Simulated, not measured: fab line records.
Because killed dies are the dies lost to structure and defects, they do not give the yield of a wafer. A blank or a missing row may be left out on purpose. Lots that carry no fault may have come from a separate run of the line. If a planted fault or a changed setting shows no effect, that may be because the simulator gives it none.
fab line records    flow nandHarc
record: lots: 6  wafers: 18  lastDay: 33
route steps=1302 shown A_CHANNEL_HOLE_D1@483 A_CHANNEL_FILL_D1@490 END@1302
lots that met no fault: taken from a fault-free run of the same line
startH: the number of hours between the record's first day and the start of the first shown wafer of the lot    waitH: hours from the lot's prior step to this one    " identical to the entry in the row above    L1.1+2: one row covering several wafers at once    - no value, or no start was given    * or withheld: withheld    < > ~ a bound
route shown NAME@n: a module of which the file shows steps, and the number in the route of the first    usual: the fault-free wafers' mean and standard deviation    same: alike in all rows    chamber/n: place in a boat    sites: readings site by site    _std_site: the standard deviation of these    _edge_site: inner sites' mean taken away from outer sites' mean    radiusMm: how far each site lies from the wafer's centre    mask NAME#n: copy n    behind: the tool/chamber that last shaped the wafer    hold: cause of the lot's hold/its duration in hours/its outcome    device: names the non-switching transistor (n, p or np)    end of line: the same wafers' tests at the end of the route    a step given without rows: its recipe and nothing more    killed: at the first sort, the dies lost to defects and structure; wafer yield is something else    map: shows each die of a wafer: x if killed, . if not, _ if none is there
set.NAME: setting as actually run; set.NAME@STEP: the setting as run at that earlier step    model.NAME: the simulator's own value behind a step, which no gauge read
lots at some steps of the route; a table a step, a row a wafer
services: the hour from which a tool's chamber was out of use, counted from the record's first day as startH (under 0 if before that day), plus the number of hours and why
== steps ==
step: NHARC_A_CHANNEL_HOLE_D1_ETCH_44
recipe: targetDepthA: 1400  overetchA: 140  timeS: 77  ionEnergyEv: 100  cf4FlowSccm: 80  o2FlowSccm: 20  arFlowSccm: 0  rfW: 300  biasW: 100  chemistry: CF4/O2
step: NHARC_A_CHANNEL_HOLE_D1_STRIP_27
recipe: o2FlowSccm: 500  arFlowSccm: 0  biasW: 0  chemistry: O2
usual: drypumpMotorCurrentA: 5.8/0.37  oesProductAu: 1.000/0.0067  rfVppV: 57.8/0.87  showerheadPlenumPTorr: 3.54/0.17  throttleValvePct: 17.037/0.0095
lot.wafer  tool        chamber  startH  waitH  drypumpMotorCurrentA  oesProductAu  rfHoursCounterH  rfVppV  showerheadPlenumPTorr  throttleValvePct
L195.2     rieDiel-11  2        -       -      6.1                   1.007         8                58.0    3.73                   17.025
L195.3     "           3        "       "      5.4                   1.003         8                57.6    3.60                   17.038
L195.4     "           2        "       "      6.1                   1.008         -                58.2    3.73                   17.043
L201.2     rieDiel-11  2        -       -      6.1                   0.997         12               58.6    3.73                   17.022
L201.3     "           3        "       "      5.5                   0.995         12               57.2    3.60                   17.026
L201.6     "           0        "       "      6.1                   0.999         -                58.4    3.29                   17.046
L202.1     rieDiel-12  2        -       -      6.3                   1.003         51               56.7    3.52                   17.027
L202.2     "           1        "       "      6.2                   1.014         53               58.7    3.29                   17.031
L202.6     "           3        "       "      5.9                   1.001         -                57.6    3.27                   17.034
L205.1     rieDiel-11  1        -       -      5.6                   1.007         2                57.6    3.66                   17.040
L205.2     "           2        "       "      6.1                   1.009         2                57.6    3.73                   17.028
L205.5     "           1        "       "      5.6                   1.005         -                58.7    3.66                   17.034
L215.3     rieDiel-11  3        -       -      5.5                   0.997         9                57.5    3.59                   17.043
L215.1     "           0        "       "      6.1                   1.008         9                55.9    3.28                   17.050
L215.5     "           0        "       "      6.1                   0.988         -                57.5    3.28                   17.054
L216.4     rieDiel-11  2        -       -      6.1                   1.002         11               59.4    3.72                   17.046
L216.1     "           3        "       "      5.5                   0.998         10               56.9    3.59                   17.044
L216.2     "           0        "       "      6.1                   0.991         10               57.2    3.28                   17.036
step: NHARC_A_CHANNEL_HOLE_D1_PRECLEAN_28
recipe: timeS: *  tempC: 50  bathAgeMin: 0  chemistry: SC1
step: NHARC_A_CHANNEL_HOLE_D1_SRD_29
step: NHARC_A_CHANNEL_HOLE_D1_CD_MEAS_30
usual: cdNm: 90.1/0.87
lot.wafer  tool      chamber  startH  waitH  cdNm
L195.2     cdSem-01  -        190.72  0.1    89.8
L195.3     "         -        "       "      90.3
L195.4     "         -        "       "      89.7
L201.2     cdSem-02  -        246.93  -      91.7
L201.3     "         -        "       "      92.3
L201.6     "         -        "       "      91.0
L202.1     cdSem-03  -        264.01  -      90.1
L202.2     "         -        "       "      90.0
L202.6     "         -        "       "      90.5
L205.1     cdSem-01  -        287.48  -      89.3
L205.2     "         -        "       "      89.6
L205.5     "         -        "       "      89.7
L215.1     cdSem-01  -        385.86  0.1    89.6
L215.3     "         -        "       "      90.5
L215.5     "         -        "       "      89.8
L216.1     cdSem-03  -        403.33  -      89.6
L216.2     "         -        "       "      92.0
L216.4     "         -        "       "      92.7
step: NHARC_A_CHANNEL_HOLE_D1_XSEM_31
recipe: landingEnergyEv: 35000
usual: botCdNm: 74.5/1.1  bowNm: 8.6/0.34  tiltDeg: 0.06/0.033
lot.wafer  tool     chamber  startH  waitH  botCdNm  bowNm  tiltDeg
L195.2     xsem-02  0        190.81  0.1    73.6     8.8    0.01
L195.3     "        0        "       "      74.3     8.8    0.01
L195.4     "        0        "       "      75.0     8.8    0.01
L201.2     xsem-02  0        247.02  0.1    76.2     9.1    0.07
L201.3     "        0        "       "      76.8     9.1    0.07
L201.6     "        0        "       "      75.8     9.2    0.07
L202.1     xsem-01  0        264.09  0.1    74.2     7.9    0.04
L202.2     "        0        "       "      73.1     7.9    0.04
L202.6     "        0        "       "      73.8     8.0    0.04
L205.1     xsem-02  0        287.57  0.1    74.5     9.0    0.01
L205.2     "        0        "       "      74.4     9.0    0.01
L205.5     "        0        "       "      74.5     9.0    0.01
L215.1     xsem-02  0        385.95  0.1    73.7     8.3    0.02
L215.3     "        0        "       "      73.0     8.4    0.02
L215.5     "        0        "       "      72.3     8.4    0.02
L216.1     xsem-02  0        403.44  0.1    74.8     9.0    0.02
L216.2     "        0        "       "      76.0     8.8    0.02
L216.4     "        0        "       "      77.4     9.0    0.02
step: NHARC_A_CHANNEL_HOLE_D1_INSPECT_40
usual: rawDefectCount: 71/25
lot.wafer  tool              chamber  startH  waitH  rawDefectCount
L195.2     defectInspect-02  -        190.91  -      93
L195.3     "                 -        "       "      86
L195.4     "                 -        "       "      82
L201.2     defectInspect-02  -        247.11  -      48
L201.3     "                 -        "       "      37
L201.6     "                 -        "       "      59
L202.1     defectInspect-02  -        264.19  -      48
L202.2     "                 -        "       "      47
L202.6     "                 -        "       "      60
L205.1     defectInspect-01  -        287.67  -      40
L205.2     "                 -        "       "      49
L205.5     "                 -        "       "      36
L215.1     defectInspect-02  -        386.05  -      62
L215.3     "                 -        "       "      53
L215.5     "                 -        "       "      58
L216.1     defectInspect-01  -        403.54  -      54
L216.2     "                 -        "       "      42
L216.4     "                 -        "       "      60
step: NHARC_A_CHANNEL_FILL_D1_PRECLEAN_00
recipe: timeS: *  tempC: 50  bathAgeMin: 0  chemistry: SC1
step: NHARC_A_CHANNEL_FILL_D1_SRD_01
step: NHARC_A_CHANNEL_FILL_D1_ALD_02
recipe: targetThkA: 60  pulseTimeS: 10  aldCycles: 60  tempC: 300  material: SiO2
usual: aldCycles: 60/0  heaterPowerW: 489/52  precursorPulseHeightRel: 1.000/0.021
lot.wafer  tool      chamber  startH  waitH  aldCycles  heaterPowerW  precursorPulseHeightRel
L195.2     aldHk-01  3        191.11  -      60         389           0.991
L195.4     "         0        "       "      60         436           1.004
L195.3     "         2        "       "      60         485           0.989
L201.2     aldHk-02  1        247.45  -      60         589           0.989
L201.3     "         2        "       "      60         524           1.009
L201.6     "         0        "       "      60         397           0.983
L202.1     aldHk-03  0        264.38  -      60         519           0.984
L202.2     "         2        "       "      60         481           1.023
L202.6     "         0        "       "      60         511           1.004
L205.1     aldHk-02  0        288.30  -      60         371           1.020
L205.2     "         1        "       "      60         578           0.965
L205.5     "         3        "       "      60         515           1.014
L215.1     aldHk-03  3        386.25  -      60         556           0.989
L215.3     "         2        "       "      60         482           0.996
L215.5     "         0        "       "      60         520           1.018
L216.2     aldHk-02  2        403.73  -      60         527           0.997
L216.1     "         3        "       "      60         508           1.005
L216.4     "         0        "       "      60         402           0.996
step: NHARC_A_CHANNEL_FILL_D1_ALD_03
recipe: targetThkA: 60  pulseTimeS: 60  aldCycles: 58  tempC: 630  pressureTorr: 2  material: SiNx
step: NHARC_A_CHANNEL_FILL_D1_ALD_14
recipe: targetThkA: 25  pulseTimeS: 10  aldCycles: 25  tempC: 300  material: SiO2
usual: aldCycles: 25/0  heaterPowerW: 486/60  precursorPulseHeightRel: 1.003/0.019
lot.wafer  tool      chamber  startH  waitH  aldCycles  heaterPowerW  precursorPulseHeightRel
L195.3     aldHk-01  1        198.12  0.0    25         513           1.018
L195.2     "         2        "       "      25         485           1.018
L195.4     "         0        "       "      25         439           1.016
L201.3     aldHk-03  2        254.29  0.0    25         462           0.974
L201.2     "         3        "       "      25         542           0.962
L201.6     "         2        "       "      25         462           1.019
L202.1     aldHk-02  0        271.42  0.0    25         387           0.969
L202.2     "         2        "       "      25         529           0.989
L202.6     "         1        "       "      25         591           0.983
L205.1     aldHk-02  2        295.30  0.1    25         533           1.033
L205.2     "         3        "       "      25         525           1.017
L205.5     "         1        "       "      25         580           1.006
L215.3     aldHk-01  3        393.24  0.0    25         379           1.036
L215.1     "         2        "       "      25         478           0.976
L215.5     "         0        "       "      25         456           1.012
L216.2     aldHk-02  2        411.29  0.6    25         541           0.993
L216.4     "         3        "       "      25         511           0.968
L216.1     "         0        "       "      25         405           1.001
step: NHARC_A_CHANNEL_FILL_D1_ALD_15
recipe: targetThkA: 20  pulseTimeS: 60  aldCycles: 19  tempC: 630  pressureTorr: 2  material: SiNx
usual: aldCycles: 19/0  precursorPulseHeightRel: 1.001/0.02
lot.wafer  tool            chamber  startH  waitH  aldCycles  precursorPulseHeightRel
L195.2     aldSinBatch-01  0        201.24  -      19         1.017
L195.3     "               0        "       "      19         1.001
L195.4     "               0        "       "      19         1.041
L201.2     aldSinBatch-02  0        257.41  -      19         0.992
L201.3     "               0        "       "      19         1.027
L201.6     "               0        "       "      19         0.990
L202.1     aldSinBatch-03  0        274.53  -      19         0.974
L202.2     "               0        "       "      19         1.032
L202.6     "               0        "       "      19         0.982
L205.1     aldSinBatch-01  0        298.34  -      19         0.998
L205.2     "               0        "       "      19         0.983
L205.5     "               0        "       "      19         0.977
L215.1     aldSinBatch-02  0        396.36  -      25         1.000
L215.3     "               0        "       "      25         1.010
L215.5     "               0        "       "      25         1.016
L216.1     aldSinBatch-02  0        414.41  -      25         0.993
L216.2     "               0        "       "      25         0.999
L216.4     "               0        "       "      25         1.033
step: NHARC_A_CHANNEL_FILL_D1_ALD_16
recipe: targetThkA: 15  pulseTimeS: 10  aldCycles: 15  tempC: 300  material: SiO2
usual: aldCycles: 15/0  heaterPowerW: 482/59  precursorPulseHeightRel: 0.998/0.022
lot.wafer  tool      chamber  startH  waitH  aldCycles  heaterPowerW  precursorPulseHeightRel
L195.2     aldHk-01  1        203.34  0.1    15         513           1.008
L195.4     "         2        "       "      15         492           0.972
L195.3     "         3        "       "      15         389           0.981
L201.3     aldHk-01  3        260.82  1.4    15         392           1.028
L201.2     "         0        "       "      15         438           0.967
L201.6     "         2        "       "      15         483           0.983
L202.2     aldHk-02  3        276.58  0.1    15         505           1.000
L202.1     "         0        "       "      15         388           1.046
L202.6     "         2        "       "      15         521           1.016
L205.2     aldHk-03  0        300.40  0.0    15         532           0.973
L205.1     "         1        "       "      15         462           1.019
L205.5     "         1        "       "      15         475           0.971
L215.1     aldHk-01  2        398.41  0.0    15         484           1.035
L215.3     "         3        "       "      15         375           0.957
L215.5     "         2        "       "      15         478           1.007
L216.2     aldHk-02  1        416.53  0.1    15         605           1.004
L216.4     "         3        "       "      15         509           1.000
L216.1     "         0        "       "      15         394           1.022
step: NHARC_END_SORT_01
recipe: tempC: 25
usual: killedAtArray: 51/17  killedAtOther: 1.6/2.1  killedAtPeriphery: 4/3.2  killedDies: 57/18  killedOpen: 2.9/1.7  killedShort: 2.3/1.3
same: grossDies: 677
lot.wafer  tool       chamber  startH  waitH  killedAtArray  killedAtOther  killedAtPeriphery  killedDies  killedOpen  killedShort
L201.2     prober-02  0        628.00  2.8    25             2              4                  31          6           3
L201.3     prober-02  0        628.81  3.1    25             1              5                  31          5           1
L201.6     prober-02  0        631.23  4.0    27             2              4                  33          5           3
L202.1     prober-02  0        638.29  2.5    37             0              10                 47          1           5
L202.2     prober-02  0        639.11  2.8    52             1              2                  55          2           4
L202.6     prober-02  0        642.35  4.1    44             0              6                  50          5           2
L205.1     prober-01  0        683.60  2.5    26             0              4                  30          0           2
L205.2     prober-01  0        684.41  2.8    19             1              4                  24          1           2
L216.1     prober-02  0        780.34  2.5    40             0              6                  46          3           2
L216.2     prober-02  0        781.15  2.8    33             0              6                  39          2           3
L216.4     prober-02  0        782.76  3.4    29             0              12                 41          1           3
killed by level:class
L201.2 A_CHANNEL_HOLE_D2:chamberFilmFlake=6 A_STAIRCASE:chamberFilmFlake=6 A_WL_FILL:chamberFilmFlake=3 A_M0:geometricParticle:open=2 THIN_TSV:chamberFilmFlake=2 P_CONTACT:geometricParticle:open=1 P_M0:geometricParticle:open=1 P_M2:geometricParticle:short=1
L201.3 A_CHANNEL_HOLE_D2:chamberFilmFlake=7 A_WL_FILL:chamberFilmFlake=7 A_STAIRCASE:chamberFilmFlake=5 P_CONTACT:geometricParticle:open=2 A_M0:geometricParticle:open=2 A_CHANNEL_HOLE_D1:chamberFilmFlake=2 P_GATE:geometricParticle:open=1 A_ONON_D2:geometricParticle:short=1
L201.6 A_CHANNEL_HOLE_D2:chamberFilmFlake=12 A_CHANNEL_HOLE_D1:chamberFilmFlake=3 A_STAIRCASE:chamberFilmFlake=3 P_CONTACT:geometricParticle:open=2 A_WL_FILL:geometricParticle:short=2 P_ZERO_WELL:chamberFilmFlake=2 A_CONTACT:chamberFilmFlake=2 THIN_TSV:chamberFilmFlake=2
L202.1 A_CHANNEL_HOLE_D2:chamberFilmFlake=23 P_CONTACT:chamberFilmFlake=3 A_CONTACT:chamberFilmFlake=3 P_STI:chamberFilmFlake=2 A_STAIRCASE:chamberFilmFlake=2 P_GATE:geometricParticle:open=1 P_M2:geometricParticle:short=1 A_CHANNEL_FILL_D2:geometricParticle:short=1
L202.2 A_CHANNEL_HOLE_D2:chamberFilmFlake=33 A_CONTACT:chamberFilmFlake=7 A_STAIRCASE:chamberFilmFlake=4 A_CHANNEL_HOLE_D1:chamberFilmFlake=2 P_CONTACT:geometricParticle:short=1 A_CHANNEL_HOLE_D1:geometricParticle:short=1 A_CHANNEL_HOLE_D2:geometricParticle:short=1 A_WL_FILL:geometricParticle:open=1
L202.6 A_CHANNEL_HOLE_D2:chamberFilmFlake=29 A_M0:chamberFilmFlake=3 P_CONTACT:chamberFilmFlake=2 A_DECK1_JOINT:chamberFilmFlake=2 A_STAIRCASE:chamberFilmFlake=2 A_CONTACT:chamberFilmFlake=2 P_GATE:geometricParticle:open=1 P_M0:geometricParticle:open=1
L205.1 A_CHANNEL_HOLE_D1:chamberFilmFlake=8 A_CONTACT:chamberFilmFlake=7 A_CHANNEL_HOLE_D2:chamberFilmFlake=3 A_SLIT:chamberFilmFlake=3 P_ZERO_WELL:chamberFilmFlake=2 A_ZERO_WELL:chamberFilmFlake=2 A_CHANNEL_FILL_D1:geometricParticle:short=1 A_SGD_CUT:geometricParticle:short=1
L205.2 A_CHANNEL_HOLE_D1:chamberFilmFlake=7 A_SLIT:chamberFilmFlake=4 P_M2:chamberFilmFlake=3 A_CONTACT:chamberFilmFlake=3 A_STAIRCASE:chamberFilmFlake=2 A_SGD_CUT:geometricParticle:short=1 A_WL_FILL:geometricParticle:short=1 A_M0:geometricParticle:open=1
L216.1 A_CHANNEL_HOLE_D1:chamberFilmFlake=12 A_SLIT:chamberFilmFlake=7 A_STAIRCASE:chamberFilmFlake=7 P_GATE:chamberFilmFlake=5 A_CONTACT:chamberFilmFlake=5 A_ZERO_WELL:chamberFilmFlake=2 A_WL_FILL:chamberFilmFlake=2 A_DECK1_JOINT:geometricParticle:open=1
L216.2 A_CHANNEL_HOLE_D1:chamberFilmFlake=8 A_CONTACT:chamberFilmFlake=7 A_STAIRCASE:chamberFilmFlake=6 P_GATE:chamberFilmFlake=4 A_SLIT:chamberFilmFlake=4 A_DECK1_JOINT:chamberFilmFlake=2 P_GATE:geometricParticle:short=1 A_SOURCE_PLATE:geometricParticle:open=1
L216.4 A_CHANNEL_HOLE_D1:chamberFilmFlake=11 P_GATE:chamberFilmFlake=5 A_SLIT:chamberFilmFlake=5 A_CONTACT:chamberFilmFlake=5 P_CONTACT:chamberFilmFlake=4 A_CHANNEL_HOLE_D2:chamberFilmFlake=2 A_STAIRCASE:chamberFilmFlake=2 P_CONTACT:geometricParticle:short=1
== services ==
tool            chamber  startH  hours  kind
aldHk-02        -        174.17  10.0   pm
aldHk-02        0        174.17  10.0   ventCycle
aldHk-02        1        174.17  10.0   ventCycle
aldHk-02        2        174.17  10.0   ventCycle
aldHk-02        3        174.17  10.0   ventCycle
aldHk-02        0        184.17  -      clean
aldHk-02        1        184.17  -      clean
aldHk-02        2        184.17  -      clean
rieDiel-11      1        188.05  3.1    repair
rieDiel-12      3        193.36  5.1    repair
aldHk-02        -        205.02  0.9    repair
aldHk-03        -        212.78  10.0   pm
rieDiel-11      -        255.50  9.0    pm
aldSinBatch-02  -        266.00  26.0   pm
rieDiel-12      -        268.56  9.0    pm
aldHk-03        -        269.97  0.5    repair
rieDiel-11      0        288.89  7.0    repair
rieDiel-11      3        291.10  7.6    repair
aldHk-01        -        297.23  10.0   pm
rieDiel-12      0        328.95  3.0    repair
aldHk-02        -        352.17  10.0   pm
xsem-01         -        374.00  14.0   pm
aldHk-01        -        382.46  0.3    repair
aldHk-03        -        390.78  10.0   pm
== key ==
firstSign: step: NHARC_A_CHANNEL_FILL_D1_ALD_15  reading: aldCycles  direction: up  sigmas: 99+  usual: 19  struck: 25
effect none on later readings
metAt NHARC_A_CHANNEL_FILL_D1_ALD_15
struckWafers L215.1,L215.3,L215.5,L216.1,L216.2,L216.4
testerLeftOut L215,L216
onsetBetween 257.41 396.36
fault: kind: processParameterDrift  tool: aldSinBatch-02  chamber: -  onsetH: 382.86  steps: NHARC_A_CHANNEL_FILL_D1_ALD_15  channel: aldCycles  offset: 6  shape: step  endH: 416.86  actsIn: theseRecipesOnly  stated: 19
testerLeftOut: of these lots the tester's yield and bins aren't shown, on N5 and GAA mostly nor the transistor test; their killed dies are dies lost to structure and defects alone, not to doping, threshold or leakage, so they don't give the yield
